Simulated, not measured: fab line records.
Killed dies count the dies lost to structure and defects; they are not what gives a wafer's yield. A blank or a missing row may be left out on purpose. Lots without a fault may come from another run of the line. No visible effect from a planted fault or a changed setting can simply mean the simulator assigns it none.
Chamber matching | flow n5Finfet | 4 sister chambers for N5_SDB_ETCH_17 on rieDiel-03
The step etches SiARC in CF4, target depth 23.4 nm, time 39 s. 4 wafers are shown with their chamber, then 7 later ones without.

## WAFERS PAIRED WITH THEIR CHAMBERS
wafer  | chamber | showerheadPlenumPTorr (Torr)
L087.4 | 2       | 2.04
L087.5 | 0       | 2.11
L090.3 | 1       | 2.21
L090.5 | 3       | 2.12

## WAFERS WITH NO CHAMBER GIVEN
wafer  | showerheadPlenumPTorr (Torr)
L090.6 | 2.04
L095.2 | 2.11
L095.4 | 2.11
L095.6 | 2.20
L096.1 | 2.11
L096.5 | 2.11
L096.6 | 2.03

## THE CHAMBER EACH PASSED THROUGH
wafer  | from the rows above     | in truth
L090.6 | 2                       | 2
L095.2 | can't be placed: 0 or 3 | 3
L095.4 | can't be placed: 0 or 3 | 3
L095.6 | 1                       | 1
L096.1 | can't be placed: 0 or 3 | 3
L096.5 | can't be placed: 0 or 3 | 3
L096.6 | 2                       | 2
Correctly placed: 3 of 7. Not placeable from these rows: 4 (in 4, the candidates include the true chamber). Number placed wrongly: 0.
How it was worked out, from the rows above alone: a wafer's distance from a chamber is the root of the sum, over the readings, of the square of ((its reading less the chamber's mean) divided by the reading's scatter). The wafer belongs to the nearest chamber; if the next one is less than 2 further off, it can't be placed. Each chamber's mean is taken over the wafers shown for it. The scatter: with one shown wafer a chamber, the root of the mean of the squares of how far each hidden wafer lies from its nearest shown one.
